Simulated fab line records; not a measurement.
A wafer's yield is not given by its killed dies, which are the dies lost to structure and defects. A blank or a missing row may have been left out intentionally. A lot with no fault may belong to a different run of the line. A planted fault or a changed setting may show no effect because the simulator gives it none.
fab line records -- flow n5_finfet
[record] lots = 9, wafers = 27, last_day = 18
route steps=1938 shown BEOL_M4@1111 BEOL_M5@1148 PASSIVATION@1936
lots that met no fault: taken from a fault-free run of the same line
start_h: hours from the record's first day to the start of the lot's first wafer shown -- wait_h: how many hours have passed since the lot's step before this one -- " the same as in the row above -- L1.1+2: several wafers, shown together as one row -- - either no value or no given start -- * or withheld: withheld -- < > ~ a bound
route shown NAME@n: NAME is a module with steps in the file, n the number in the route of the first one -- usual: average and standard deviation across the fault-free wafers -- same: alike in all rows -- chamber/n: place in a boat -- sites: each site's reading -- _std_site: standard deviation across them -- _edge_site: mean of outer sites minus mean of inner sites -- radius_mm: how far each site lies from the wafer's centre -- mask NAME#n: copy n -- behind: the most recent tool/chamber to have shaped the wafer -- hold: why the lot was held/for how many hours/how that ended -- device: which transistor (n, p or np) failed to switch -- end of line: tests run on the same wafers once the route is complete -- a step with no rows: only its recipe -- killed: the dies lost at the first sort to structure and to defects; this is not the yield of the wafer -- map: the dies of a wafer, with x for killed, . for not killed, _ for no die there
set.NAME: the setting that was run; set.NAME@STEP: the one run at that earlier step -- model.NAME: the simulator's own value behind a step, which no gauge read
steps of the route over a sample of lots; a table a step, a row a wafer
services: a tool's chamber out of use, with start hour (start_h, from the record's first day; less than 0 if before it), hours out, and reason
[[steps]]
[step N5_BEOL_M4_RC_MEAS_101]
[usual] DIBL_N = 36.3/1.6, DIBL_P = 36.5/1.6, IOFF_N = 0.163/0.026, IOFF_P = 0.22/0.033, ION_N = 676/9.9, ION_P = 464/6.5, SS_N = 71.5/0.5, SS_P = 73.3/0.64, VT_N = 249.3/2.9, VT_P = -250/3.2
lot.wafer,tool,chamber,start_h,wait_h,DIBL_N[mV/V],DIBL_P[mV/V],IOFF_N[nA/um],IOFF_P[nA/um],ION_N[uA/um],ION_P[uA/um],SS_N[mV/dec],SS_P[mV/dec],VT_N[mV],VT_P[mV]
L908.1,prober-02,0,178.34,0.0,32.9,32.6,0.114,0.14,671,458,70.9,72.6,255.4,-259
L908.2,prober-02,0,178.34,0.0,35.1,35.7,0.150,0.19,669,462,71.1,74.1,249.7,-252
L908.3,prober-02,0,178.34,0.0,33.6,34.0,0.129,0.16,661,452,71.8,72.5,252.2,-254
L917.2,prober-02,0,234.80,0.2,38.9,37.9,0.218,0.28,683,474,72.0,73.7,246.9,-247
L917.5,prober-02,0,234.80,0.2,39.4,38.2,0.235,0.28,689,469,72.1,74.2,242.8,-246
L917.6,prober-02,0,234.80,0.2,39.1,37.9,0.222,0.28,696,473,72.5,73.8,244.2,-245
L916.1,prober-01,0,235.10,0.0,34.5,35.3,0.135,0.17,670,452,71.3,72.5,252.4,-254
L916.4,prober-01,0,235.10,0.0,34.2,35.9,0.142,0.18,682,464,71.1,72.5,249.9,-250
L916.5,prober-01,0,235.10,0.0,33.9,34.6,0.129,0.17,674,461,71.5,72.6,249.3,-252
L918.1,prober-02,0,254.38,0.0,35.7,36.2,0.166,0.22,674,464,71.5,73.8,249.9,-248
L918.4,prober-02,0,254.38,0.0,36.0,36.5,0.165,0.22,677,463,70.5,73.2,250.0,-248
L918.5,prober-02,0,254.38,0.0,35.3,35.6,0.152,0.21,667,458,71.2,73.4,250.9,-249
L923.1,prober-02,0,266.32,0.0,33.4,33.8,0.116,0.16,656,456,70.8,72.8,254.8,-256
L923.2,prober-02,0,266.32,0.0,36.1,36.6,0.158,0.20,679,457,71.7,73.6,248.3,-253
L923.4,prober-02,0,266.32,0.0,36.3,36.6,0.153,0.19,669,459,71.2,73.0,251.0,-253
L922.1,prober-02,0,270.75,0.0,37.3,36.9,0.188,0.22,682,458,72.1,73.1,246.8,-248
L922.2,prober-02,0,270.75,0.0,36.9,36.7,0.187,0.22,675,459,72.5,73.4,244.9,-250
L922.6,prober-02,0,270.75,0.0,36.6,36.5,0.175,0.21,680,461,72.1,72.7,248.3,-249
L925.1,prober-01,0,287.24,0.0,41.2,40.7,0.249,0.29,683,464,72.4,75.1,244.6,-246
L925.4,prober-01,0,287.24,0.0,38.5,38.3,0.185,0.24,671,459,72.3,73.9,248.4,-248
L925.6,prober-01,0,287.24,0.0,39.1,39.0,0.202,0.26,689,474,71.2,73.4,243.9,-248
L928.1,prober-01,0,304.18,0.0,38.4,42.3,0.213,0.29,685,470,72.8,74.2,246.6,-245
L928.4,prober-01,0,304.18,0.0,35.0,37.9,0.145,0.21,680,470,70.8,72.1,248.1,-250
L928.6,prober-01,0,304.18,0.0,35.9,38.6,0.164,0.23,682,471,71.5,72.9,250.8,-249
L927.3,prober-01,0,307.48,0.3,33.9,34.1,0.123,0.21,676,477,71.4,72.4,255.8,-246
L927.4,prober-01,0,307.48,0.3,34.3,34.0,0.123,0.20,665,459,71.0,73.1,254.4,-248
L927.6,prober-01,0,307.48,0.3,34.3,33.9,0.128,0.21,663,467,71.2,72.2,256.5,-247
[step N5_BEOL_M5_CD_MEAS_28]
[recipe] target_cd_nm = 30.6, landing_energy_ev = 500, detector = se_inlens, target_cd_y_nm = 20, polarity = opening
[usual] cd_nm = 30.63/0.22
lot.wafer,tool,chamber,start_h,wait_h,cd_nm
L908.1,cd_sem-03,0,185.44,-,30.76
L908.2,cd_sem-03,0,185.44,-,30.64
L908.3,cd_sem-03,0,185.44,-,30.79
L917.2,cd_sem-03,0,238.53,-,30.51
L917.5,cd_sem-03,0,238.53,-,30.32
L917.6,cd_sem-03,0,238.53,-,30.90
L916.1,cd_sem-01,0,241.77,-,30.15
L916.4,cd_sem-01,0,241.77,-,30.38
L916.5,cd_sem-01,0,241.77,-,30.62
L918.1,cd_sem-03,0,259.60,-,31.07
L918.4,cd_sem-03,0,259.60,-,30.54
L918.5,cd_sem-03,0,259.60,-,30.70
L923.1,cd_sem-02,0,271.95,-,30.55
L923.2,cd_sem-02,0,271.95,-,30.38
L923.4,cd_sem-02,0,271.95,-,30.69
L922.1,cd_sem-03,0,277.02,-,30.77
L922.2,cd_sem-03,0,277.02,-,30.31
L922.6,cd_sem-03,0,277.02,-,30.41
L925.1,cd_sem-01,0,292.51,-,30.73
L925.4,cd_sem-01,0,292.51,-,30.47
L925.6,cd_sem-01,0,292.51,-,30.94
L928.1,cd_sem-03,0,308.16,-,30.57
L928.4,cd_sem-03,0,308.16,-,30.70
L928.6,cd_sem-03,0,308.16,-,30.79
L927.3,cd_sem-03,0,315.44,-,30.79
L927.4,cd_sem-03,0,315.44,-,30.43
L927.6,cd_sem-03,0,315.44,-,30.90
[step N5_BEOL_M5_VIA_ETCH_34]
[recipe] chemistry = C4F6/O2, target = SiCOH_lowk, target_depth_a = 883, mask_material = SOC, taper_deg = 4, time_s = 39.2, ion_energy_ev = 250, pressure_mtorr = 30, source_w = 345, bias_w = 185, Ar_flow_sccm = 300, C4F6_flow_sccm = 10, O2_flow_sccm = 10
[usual] C4F6_flow_sccm = 10.00/0.034, O2_flow_sccm = 10.001/0.027, drypump_motor_current_A = 5.7/0.34, oes_product_au = 0.78/0.083, rf_vpp_V = 664/5.6, showerhead_plenum_p_Torr = 2.84/0.12, throttle_valve_pct = 20.94/0.26
lot.wafer,tool,chamber,start_h,wait_h,C4F6_flow_sccm,O2_flow_sccm,drypump_motor_current_A,oes_product_au,rf_hours_counter_h,rf_vpp_V,showerhead_plenum_p_Torr,throttle_valve_pct
L908.1,rie_diel-05,3,186.01,0.0,10.01,10.088,5.6,0.93,15,665,2.81,20.78
L908.2,rie_diel-05,1,186.01,0.0,10.01,10.044,5.2,0.88,25,654,2.79,20.84
L908.3,rie_diel-05,0,186.01,0.0,10.01,9.989,6.2,0.73,164,664,2.85,20.93
L917.2,rie_diel-06,1,239.70,0.0,-,-,-,-,-,-,-,-
L917.5,rie_diel-06,3,239.70,0.0,-,-,-,-,-,-,-,-
L917.6,rie_diel-06,0,239.70,0.0,-,-,-,-,-,-,-,-
L916.1,rie_diel-05,3,242.41,0.0,-,-,-,-,-,-,-,-
L916.4,rie_diel-05,0,242.41,0.0,-,-,-,-,-,-,-,-
L916.5,rie_diel-05,3,242.41,0.0,-,-,-,-,-,-,-,-
L918.1,rie_diel-06,3,259.91,0.0,-,-,-,-,-,-,-,-
L918.4,rie_diel-06,2,259.91,0.0,-,-,-,-,-,-,-,-
L918.5,rie_diel-06,1,259.91,0.0,-,-,-,-,-,-,-,-
L923.1,rie_diel-06,2,272.25,0.0,10.02,10.056,5.9,0.70,191,654,2.72,21.28
L923.2,rie_diel-06,1,272.25,0.0,10.01,10.001,5.9,0.75,162,670,2.63,21.33
L923.4,rie_diel-06,0,272.25,0.0,9.92,9.974,5.8,0.78,132,664,2.97,20.95
L922.1,rie_diel-06,1,277.33,0.0,10.01,9.994,5.9,0.74,163,667,2.63,21.33
L922.2,rie_diel-06,0,277.33,0.0,9.96,10.044,5.7,0.79,133,663,2.97,20.96
L922.6,rie_diel-06,2,277.33,0.0,10.01,10.023,5.9,0.70,-,655,2.72,21.26
L925.1,rie_diel-06,1,292.82,0.0,10.05,9.999,6.0,0.74,169,669,2.62,21.33
L925.4,rie_diel-06,3,292.82,0.0,10.00,9.992,5.3,0.90,34,672,3.02,20.51
L925.6,rie_diel-06,3,292.82,0.0,9.93,10.011,5.3,0.91,-,673,3.02,20.53
L928.1,rie_diel-02,1,308.46,0.0,10.04,9.987,6.3,0.75,138,666,2.97,21.26
L928.4,rie_diel-02,0,308.46,0.0,10.05,9.984,5.4,0.91,17,662,2.91,20.55
L928.6,rie_diel-02,3,308.46,0.0,9.95,10.045,5.5,0.71,-,673,2.81,20.99
L927.3,rie_diel-06,2,316.03,0.0,10.08,10.011,5.9,0.69,205,656,2.71,21.29
L927.4,rie_diel-06,0,316.03,0.0,9.99,9.991,5.8,0.77,146,662,2.96,20.99
L927.6,rie_diel-06,0,316.03,0.0,10.01,10.014,5.7,0.77,-,664,2.96,21.00
[step N5_BEOL_M5_ETCH_41]
[recipe] chemistry = CH3F/O2, target = SiCN, target_depth_a = 315, taper_deg = 2, time_s = 56.7, ion_energy_ev = 120, mask_material = TiN, pressure_mtorr = 30, source_w = 395, bias_w = 75, Ar_flow_sccm = 150, CH3F_flow_sccm = 30, O2_flow_sccm = 20
[usual] CH3F_flow_sccm = 30.00/0.088, O2_flow_sccm = 20.00/0.058, drypump_motor_current_A = 5.7/0.34, oes_product_au = 0.78/0.083, rf_vpp_V = 297.4/2, showerhead_plenum_p_Torr = 2.00/0.089, throttle_valve_pct = 16.38/0.26
lot.wafer,tool,chamber,start_h,wait_h,CH3F_flow_sccm,O2_flow_sccm,drypump_motor_current_A,oes_product_au,rf_hours_counter_h,rf_vpp_V,showerhead_plenum_p_Torr,throttle_valve_pct
L908.1,rie_diel-05,3,-,-,30.07,19.99,5.6,0.94,15,298.5,1.97,16.11
L908.2,rie_diel-05,1,-,-,29.83,20.03,5.2,0.88,25,296.4,1.96,16.23
L908.3,rie_diel-05,0,-,-,29.88,20.10,6.2,0.72,164,297.1,2.00,16.37
L917.2,rie_diel-06,1,-,-,29.94,20.04,5.9,0.75,152,294.8,1.84,16.74
L917.5,rie_diel-06,3,-,-,29.96,20.05,5.3,0.95,-,301.3,2.13,15.90
L917.6,rie_diel-06,0,-,-,30.06,19.96,5.7,0.80,-,299.3,2.09,16.39
L916.1,rie_diel-05,3,-,-,30.04,20.04,5.6,0.90,32,296.2,1.96,16.13
L916.4,rie_diel-05,0,-,-,30.02,20.07,6.1,0.73,181,297.7,2.00,16.38
L916.5,rie_diel-05,3,-,-,29.99,20.10,5.5,0.89,-,294.3,1.96,16.17
L918.1,rie_diel-06,3,-,-,29.93,19.93,5.3,0.92,24,300.3,2.13,15.92
L918.4,rie_diel-06,2,-,-,30.05,20.06,5.9,0.70,188,296.0,1.91,16.69
L918.5,rie_diel-06,1,-,-,30.09,20.01,5.9,0.75,-,292.3,1.84,16.75
L923.1,rie_diel-06,2,-,-,30.16,20.01,5.9,0.70,192,294.9,1.91,16.72
L923.2,rie_diel-06,1,-,-,30.01,19.88,5.9,0.74,162,292.7,1.84,16.76
L923.4,rie_diel-06,0,-,-,30.03,20.04,5.8,0.79,132,299.6,2.09,16.39
L922.1,rie_diel-06,1,-,-,30.00,20.01,6.0,0.74,163,294.6,1.84,16.77
L922.2,rie_diel-06,0,-,-,29.94,19.94,5.7,0.78,133,299.2,2.09,16.40
L922.6,rie_diel-06,2,-,-,30.06,20.03,5.9,0.71,-,295.5,1.91,16.70
L925.1,rie_diel-06,1,-,-,29.99,20.09,5.9,0.74,169,292.5,1.84,16.78
L925.4,rie_diel-06,3,-,-,30.06,19.98,5.3,0.91,34,300.2,2.13,15.93
L925.6,rie_diel-06,3,-,-,29.97,19.98,5.4,0.91,-,298.5,2.13,15.94
L928.1,rie_diel-02,1,-,-,29.99,20.05,6.3,0.75,138,299.1,2.09,16.68
L928.4,rie_diel-02,0,-,-,29.91,20.00,5.4,0.92,17,297.2,2.04,15.96
L928.6,rie_diel-02,3,-,-,30.04,19.99,5.5,0.71,-,296.5,1.98,16.50
L927.3,rie_diel-06,2,-,-,30.07,20.08,5.8,0.70,205,295.1,1.90,16.73
L927.4,rie_diel-06,0,-,-,30.05,19.97,5.8,0.77,146,299.2,2.08,16.41
L927.6,rie_diel-06,0,-,-,29.96,20.05,5.7,0.78,-,297.2,2.08,16.42
[step N5_BEOL_M5_CURE_80]
[recipe] temp_c = 370, time_s = 120, ambient = DMADMS/He, material = SiCOH_lowk
[usual] lamp_power_pct = 52.31/0.047, wafer_temp_C_max = 371.6/0.5
lot.wafer,tool,chamber,start_h,wait_h,lamp_power_pct,wafer_temp_C_max
L908.1,uv_cure-03,1,186.46,0.1,52.35,371.9
L908.2,uv_cure-03,1,186.46,0.1,52.31,372.0
L908.3,uv_cure-03,1,186.46,0.1,52.37,371.6
L917.2,uv_cure-02,1,240.18,0.1,52.39,371.7
L917.5,uv_cure-02,1,240.18,0.1,52.37,372.4
L917.6,uv_cure-02,1,240.18,0.1,52.34,372.2
L916.1,uv_cure-01,2,242.84,0.0,52.33,370.8
L916.4,uv_cure-01,2,242.84,0.0,52.26,371.7
L916.5,uv_cure-01,2,242.84,0.0,52.33,371.5
L918.1,uv_cure-01,0,260.36,0.0,52.32,371.4
L918.4,uv_cure-01,0,260.36,0.0,52.32,371.3
L918.5,uv_cure-01,0,260.36,0.0,52.27,370.9
L923.1,uv_cure-03,1,272.84,0.2,52.34,372.6
L923.2,uv_cure-03,1,272.84,0.2,52.29,372.6
L923.4,uv_cure-03,1,272.84,0.2,52.38,372.9
L922.1,uv_cure-03,1,278.02,0.3,52.28,372.4
L922.2,uv_cure-03,1,278.02,0.3,52.39,372.5
L922.6,uv_cure-03,1,278.02,0.3,52.34,373.2
L925.1,uv_cure-03,1,294.96,1.7,52.36,372.4
L925.4,uv_cure-03,1,294.96,1.7,52.34,371.9
L925.6,uv_cure-03,1,294.96,1.7,52.35,372.5
L928.1,uv_cure-03,0,308.89,0.0,52.27,372.0
L928.4,uv_cure-03,0,308.89,0.0,52.35,371.8
L928.6,uv_cure-03,0,308.89,0.0,52.24,371.6
L927.3,uv_cure-03,2,316.56,0.1,52.38,371.1
L927.4,uv_cure-03,2,316.56,0.1,52.32,371.5
L927.6,uv_cure-03,2,316.56,0.1,52.31,371.0
[step N5_PASSIVATION_PROBE_49]
[usual] defect_limited_yield = 91.2/1.5, killed_at_M0_to_M3 = 32/9.6, killed_at_M4_up = 13/5.3, killed_at_contacts = 13/6.7, killed_at_front_end = 42/11, killed_at_other = 3.8/2.9, killed_dies = 103/17, killed_on_rim = 14/4.4, killed_open = 67/13, killed_short = 35/7.9, sort_bin_5_function = 5.2/0.94, sort_bin_6_memory = 3.3/0.64, sort_n_pass = 1077/17, sort_yield_pct = 91.2/1.5
[same] gross_dies = 1180, killed_at_back_side = 0, sort_bin_4_leakage[%] = 0, sort_bin_8_speed[%] = 0
lot.wafer,tool,chamber,start_h,wait_h,defect_limited_yield[%],killed_at_M0_to_M3,killed_at_M4_up,killed_at_contacts,killed_at_front_end,killed_at_other,killed_dies,killed_on_rim,killed_open,killed_short,sort_bin_5_function[%],sort_bin_6_memory[%],sort_n_pass,sort_yield_pct[%]
L908.1,prober-01,-,291.83,0.0,91.1,31,9,7,57,1,105,9,59,46,5.6,3.0,1075,91.1
L908.2,prober-01,-,291.88,0.1,90.8,40,13,11,38,6,108,11,68,37,5.3,3.6,1072,90.8
L908.3,prober-01,-,291.93,0.1,92.5,32,8,9,39,0,88,9,60,28,4.7,2.4,1092,92.5
L917.2,prober-01,-,346.21,0.1,0,25,1092,5,51,7,1180,152,74,25,96.8,3.0,0,0
L917.5,prober-01,-,346.36,0.2,0,22,1093,9,47,9,1180,152,63,35,96.9,3.0,0,0
L917.6,prober-01,-,346.41,0.3,0,36,1076,9,50,9,1180,152,75,37,95.9,3.9,0,0
L916.1,prober-02,-,347.96,0.0,0,39,1103,7,31,0,1180,152,61,26,96.4,3.2,0,0
L916.4,prober-02,-,348.11,0.2,0,32,1114,7,21,6,1180,152,49,28,97.2,2.5,0,0
L916.5,prober-02,-,348.16,0.2,0,32,1121,6,20,1,1180,152,55,22,96.9,2.9,0,0
L918.1,prober-02,-,358.25,0.0,0,53,1081,5,34,7,1180,152,68,40,95.9,3.7,0,0
L918.4,prober-02,-,358.40,0.2,0,39,1097,4,36,4,1180,152,60,32,96.9,2.8,0,0
L918.5,prober-02,-,358.45,0.2,0,34,1104,5,35,2,1180,152,47,34,97.5,2.1,0,0
L923.1,prober-02,-,369.00,0.0,89.0,47,12,10,55,6,130,16,90,40,7.2,3.1,1050,89.0
L923.2,prober-02,-,369.05,0.1,91.3,37,4,11,47,4,103,23,77,26,5.1,3.5,1077,91.3
L923.4,prober-02,-,369.15,0.2,91.5,39,9,2,47,3,100,10,65,35,5.0,3.2,1080,91.5
L922.1,prober-01,-,378.37,0.0,88.7,45,12,6,56,14,133,20,86,45,5.6,4.8,1047,88.7
L922.2,prober-01,-,378.42,0.1,88.9,54,13,12,47,5,131,23,86,45,6.1,4.4,1049,88.9
L922.6,prober-01,-,378.62,0.3,89.2,39,21,12,49,6,127,15,89,38,6.7,3.6,1053,89.2
L925.1,prober-02,-,412.27,0.0,92.1,25,7,28,27,6,93,14,58,35,4.7,3.1,1087,92.1
L925.4,prober-02,-,412.42,0.2,93.1,24,9,15,32,1,81,14,59,21,4.2,2.4,1099,93.1
L925.6,prober-02,-,412.52,0.3,91.9,33,13,6,42,1,95,10,55,36,4.8,2.8,1085,91.9
L928.1,prober-01,-,414.94,0.0,90.8,23,19,15,45,7,109,18,69,36,4.9,3.7,1071,90.8
L928.4,prober-01,-,415.09,0.2,91.1,31,22,15,37,0,105,12,70,29,5.3,3.2,1075,91.1
L928.6,prober-01,-,415.19,0.3,91.2,34,11,20,37,2,104,21,62,38,5.3,3.1,1076,91.2
L927.3,prober-02,-,424.62,0.1,92.8,19,19,10,35,2,85,13,47,38,4.2,2.5,1095,92.8
L927.4,prober-02,-,424.67,0.2,92.0,21,16,7,43,7,94,8,61,33,4.6,3.0,1086,92.0
L927.6,prober-02,-,424.77,0.3,91.4,44,17,7,32,1,101,14,64,34,4.8,3.4,1079,91.4
// killed by level:class
L908.1 FIN_SAQP:geometric_particle:short=17 FIN_SAQP:geometric_particle:open=15 BEOL_M2:geometric_particle:open=11 DUMMY_GATE:geometric_particle:open=6 MOL_CONTACT_COAG:geometric_particle:open=6 GATE_CUT:geometric_particle:short=5 BEOL_M0_SAQP:geometric_particle:short=5 BEOL_M2:geometric_particle:short=5
L908.2 BEOL_M0_SAQP:geometric_particle:open=10 BEOL_M3:geometric_particle:open=10 FIN_SAQP:geometric_particle:open=9 MOL_CONTACT_COAG:geometric_particle:open=9 DUMMY_GATE:geometric_particle:open=6 BEOL_M0_SAQP:geometric_particle:short=6 BEOL_M2:geometric_particle:open=6 FIN_SAQP:geometric_particle:short=5
L908.3 FIN_SAQP:geometric_particle:open=12 BEOL_M0_SAQP:geometric_particle:open=10 FIN_SAQP:geometric_particle:short=8 DUMMY_GATE:geometric_particle:open=7 MOL_CONTACT_COAG:geometric_particle:open=6 BEOL_M3:geometric_particle:open=6 BEOL_M0_SAQP:geometric_particle:short=5 BEOL_M1:geometric_particle:open=4
L917.2 BEOL_M5:area_etch=1081 STI_FIN_REVEAL:geometric_particle:open=15 BEOL_M1:geometric_particle:open=11 FIN_SAQP:geometric_particle:open=9 DUMMY_GATE:geometric_particle:open=7 BEOL_M0_SAQP:geometric_particle:short=6 BEOL_M0_SAQP:geometric_particle:open=5 MOL_CONTACT_COAG:geometric_particle:open=5
L917.5 BEOL_M5:area_etch=1081 STI_FIN_REVEAL:geometric_particle:open=15 BEOL_M3:geometric_particle:open=9 FIN_SAQP:geometric_particle:short=8 MOL_CONTACT_COAG:geometric_particle:open=7 BEOL_M4:geometric_particle:open=5 FIN_SAQP:geometric_particle:open=4 DUMMY_GATE:geometric_particle:open=4
L917.6 BEOL_M5:area_etch=1068 STI_FIN_REVEAL:geometric_particle:open=27 BEOL_M0_SAQP:geometric_particle:short=15 BEOL_M0_SAQP:geometric_particle:open=13 MOL_CONTACT_COAG:geometric_particle:open=8 FIN_SAQP:geometric_particle:short=6 BEOL_M1:geometric_particle:open=6 BEOL_M7:geometric_particle:open=4
L916.1 BEOL_M5:area_etch=1093 BEOL_M0_SAQP:geometric_particle:open=9 FIN_SAQP:geometric_particle:open=8 BEOL_M1:geometric_particle:open=8 BEOL_M3:geometric_particle:open=7 DUMMY_GATE:geometric_particle:open=6 MOL_CONTACT_COAG:geometric_particle:open=5 BEOL_M0_SAQP:geometric_particle:short=5
L916.4 BEOL_M5:area_etch=1103 BEOL_M0_SAQP:geometric_particle:open=8 FIN_SAQP:geometric_particle:open=6 BEOL_M0_SAQP:geometric_particle:short=6 BEOL_M3:geometric_particle:open=6 BEOL_M2:geometric_particle:open=5 FIN_SAQP:geometric_particle:short=4 MOL_CONTACT_COAG:geometric_particle:short=4
L916.5 BEOL_M5:area_etch=1103 BEOL_M0_SAQP:geometric_particle:short=7 BEOL_M1:geometric_particle:open=7 DUMMY_GATE:geometric_particle:open=6 MOL_CONTACT_COAG:geometric_particle:open=5 BEOL_M4:geometric_particle:open=5 BEOL_M2:geometric_particle:open=5 BEOL_M7:geometric_particle:open=5
L918.1 BEOL_M5:area_etch=1072 BEOL_M0_SAQP:geometric_particle:open=21 BEOL_M3:geometric_particle:open=13 BEOL_M0_SAQP:geometric_particle:short=9 DUMMY_GATE:geometric_particle:open=6 GATE_CUT:geometric_particle:short=6 FIN_SAQP:geometric_particle:short=4 FIN_SAQP:geometric_particle:open=4
L918.4 BEOL_M5:area_etch=1086 STI_FIN_REVEAL:geometric_particle:open=12 FIN_SAQP:geometric_particle:open=7 BEOL_M1:geometric_particle:open=7 BEOL_M3:geometric_particle:open=7 BEOL_M0_SAQP:geometric_particle:short=6 GATE_CUT:geometric_particle:short=4 MOL_CONTACT_COAG:geometric_particle:open=4
L918.5 BEOL_M5:area_etch=1098 BEOL_M0_SAQP:geometric_particle:short=11 GATE_CUT:geometric_particle:open=7 BEOL_M0_SAQP:geometric_particle:open=7 BEOL_M3:geometric_particle:open=6 DUMMY_GATE:geometric_particle:short=5 MOL_CONTACT_COAG:geometric_particle:open=5 FIN_SAQP:geometric_particle:open=4
L923.1 FIN_SAQP:geometric_particle:open=22 FIN_SAQP:geometric_particle:short=11 BEOL_M0_SAQP:geometric_particle:short=10 MOL_CONTACT_COAG:geometric_particle:open=9 BEOL_M0_SAQP:geometric_particle:open=9 BEOL_M3:geometric_particle:open=8 BEOL_M1:geometric_particle:open=8 BEOL_M2:geometric_particle:open=6
L923.2 FIN_SAQP:geometric_particle:open=14 BEOL_M2:geometric_particle:open=11 DUMMY_GATE:geometric_particle:open=9 MOL_CONTACT_COAG:geometric_particle:open=9 BEOL_M3:geometric_particle:open=9 FIN_SAQP:geometric_particle:short=6 STI_FIN_REVEAL:geometric_particle:open=6 BEOL_M2:geometric_particle:short=5
L923.4 FIN_SAQP:geometric_particle:open=15 FIN_SAQP:geometric_particle:short=12 BEOL_M0_SAQP:geometric_particle:open=9 BEOL_M2:geometric_particle:open=8 BEOL_M3:geometric_particle:open=7 STI_FIN_REVEAL:geometric_particle:open=6 BEOL_M0_SAQP:geometric_particle:short=6 BEOL_M1:geometric_particle:open=5
L922.1 FIN_SAQP:geometric_particle:open=24 BEOL_M3:geometric_particle:open=13 FIN_SAQP:geometric_particle:short=10 BEOL_M1:geometric_particle:open=10 STI_FIN_REVEAL:geometric_particle:open=8 BEOL_M3:geometric_particle:short=7 MOL_CONTACT_COAG:geometric_particle:open=5 PAD_METAL:geometric_particle:short=5
L922.2 STI_FIN_REVEAL:geometric_particle:open=22 BEOL_M1:geometric_particle:open=21 BEOL_M0:geometric_particle:short=11 FIN_SAQP:geometric_particle:open=10 BEOL_M0_SAQP:geometric_particle:short=8 MOL_CONTACT_COAG:geometric_particle:open=7 BEOL_M5:geometric_particle:open=6 MOL_CONTACT_COAG:geometric_particle:short=5
L922.6 FIN_SAQP:geometric_particle:open=16 BEOL_M1:geometric_particle:open=13 MOL_CONTACT_COAG:geometric_particle:open=11 FIN_SAQP:geometric_particle:short=10 BEOL_M2:geometric_particle:open=8 BEOL_M4:geometric_particle:open=8 GATE_CUT:geometric_particle:short=5 BEOL_M0_SAQP:geometric_particle:short=5
L925.1 MOL_CONTACT_COAG:geometric_particle:open=21 BEOL_M0_SAQP:geometric_particle:short=13 BEOL_M0_SAQP:geometric_particle:open=9 MOL_CONTACT_COAG:geometric_particle:short=7 STI_FIN_REVEAL:geometric_particle:open=6 STARTING-WAFER:geometric_particle:open=5 DUMMY_GATE:geometric_particle:open=3 DUMMY_GATE:geometric_particle:short=3
L925.4 MOL_CONTACT_COAG:geometric_particle:open=12 STI_FIN_REVEAL:geometric_particle:open=7 DUMMY_GATE:geometric_particle:open=7 BEOL_M1:geometric_particle:open=7 BEOL_M0_SAQP:geometric_particle:open=5 BEOL_M0_SAQP:geometric_particle:short=5 STARTING-WAFER:geometric_particle:open=4 FIN_SAQP:geometric_particle:short=3
L925.6 BEOL_M0_SAQP:geometric_particle:short=12 FIN_SAQP:geometric_particle:short=9 DUMMY_GATE:geometric_particle:open=8 BEOL_M0_SAQP:geometric_particle:open=8 BEOL_M4:geometric_particle:open=6 FIN_SAQP:geometric_particle:open=5 BEOL_M1:geometric_particle:open=5 STARTING-WAFER:geometric_particle:open=5
L928.1 MOL_CONTACT_COAG:geometric_particle:open=14 FIN_SAQP:geometric_particle:short=12 BEOL_M5:geometric_particle:open=7 FIN_SAQP:geometric_particle:open=6 GATE_CUT:geometric_particle:short=6 BEOL_M1:geometric_particle:open=6 ILD0:geometric_particle:open=4 BEOL_M0_SAQP:geometric_particle:open=4
L928.4 BEOL_M0_SAQP:geometric_particle:open=13 MOL_CONTACT_COAG:geometric_particle:open=12 STI_FIN_REVEAL:geometric_particle:open=9 BEOL_M1:geometric_particle:open=6 FIN_SAQP:geometric_particle:open=5 BEOL_M0_SAQP:geometric_particle:short=5 BEOL_M4:geometric_particle:open=5 FIN_SAQP:geometric_particle:short=4
L928.6 MOL_CONTACT_COAG:geometric_particle:open=15 BEOL_M0:geometric_particle:short=9 BEOL_M1:geometric_particle:open=8 FIN_SAQP:geometric_particle:short=6 FIN_SAQP:geometric_particle:open=5 STI_FIN_REVEAL:geometric_particle:open=5 GATE_CUT:geometric_particle:short=5 MOL_CONTACT_COAG:geometric_particle:short=5
L927.3 FIN_SAQP:geometric_particle:short=19 MOL_CONTACT_COAG:geometric_particle:open=9 FIN_SAQP:geometric_particle:open=7 BEOL_M4:geometric_particle:open=6 BEOL_M0_SAQP:geometric_particle:open=5 BEOL_M1:geometric_particle:open=5 GATE_CUT:geometric_particle:short=4 BEOL_M3:geometric_particle:open=4
L927.4 FIN_SAQP:geometric_particle:open=15 BEOL_M5:geometric_particle:open=7 FIN_SAQP:geometric_particle:short=6 BEOL_M3:geometric_particle:open=6 STI_FIN_REVEAL:geometric_particle:open=5 GATE_CUT:geometric_particle:short=5 MOL_CONTACT_COAG:geometric_particle:open=5 BEOL_M0_SAQP:geometric_particle:short=4
L927.6 BEOL_M2:geometric_particle:open=11 BEOL_M3:geometric_particle:open=11 BEOL_M5:geometric_particle:open=7 GATE_CUT:geometric_particle:short=6 BEOL_M0_SAQP:geometric_particle:short=6 FIN_SAQP:geometric_particle:open=5 FIN_SAQP:geometric_particle:short=5 BEOL_M0_SAQP:geometric_particle:open=5
[[services]]
tool,chamber,start_h,hours,kind
rie_diel-06,1,185.66,1.9,repair
rie_diel-02,2,186.31,1.2,repair
rie_diel-02,-,211.42,0.1,repair
rie_diel-02,0,219.73,-,clean
rie_diel-02,0,219.73,-,consumable_replace:focus_ring
rie_diel-02,0,219.73,32.4,scheduled_down
rie_diel-02,0,219.73,32.4,vent_cycle
uv_cure-02,-,226.67,3.9,repair
rie_diel-02,1,234.79,10.1,repair
uv_cure-02,-,260.12,44.8,repair
uv_cure-01,-,273.69,22.2,pm
rie_diel-05,0,290.58,14.1,repair
[[key]]
[first_sign] step = N5_BEOL_M5_VIA_ETCH_34, reading = tool_record, direction = missing
[effect] step = N5_PASSIVATION_PROBE_49, reading = killed_at_M4_up, direction = up, sigmas = 99+, usual = 13, struck = 1098
[more_kills_born_at] N5_BEOL_M5_VIA_ETCH_34@rie_diel-06 = 6486, N5_BEOL_M5_VIA_ETCH_34@rie_diel-05 = 3299
met_at N5_BEOL_M5_VIA_ETCH_34
struck_lots L916,L917,L918
later_rows_left_out L916.1,L916.4,L916.5,L917.2,L917.5,L917.6,L918.1,L918.4,L918.5
not_acting_at N5_BEOL_M5_CD_MEAS_28,N5_BEOL_M5_ETCH_41,N5_BEOL_M5_CURE_80
onset_between 186.01 239.70
[fault] kind = skipped_step_whole, tool = rie_diel-05,rie_diel-06, chamber = -, onset_h = 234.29, steps = N5_BEOL_M5_VIA_ETCH_34, scope = struck_lots_only
// later_rows_left_out: the simulator's readings of these wafers behind a module that went badly wrong aren't trusted and aren't shown, but for the sort
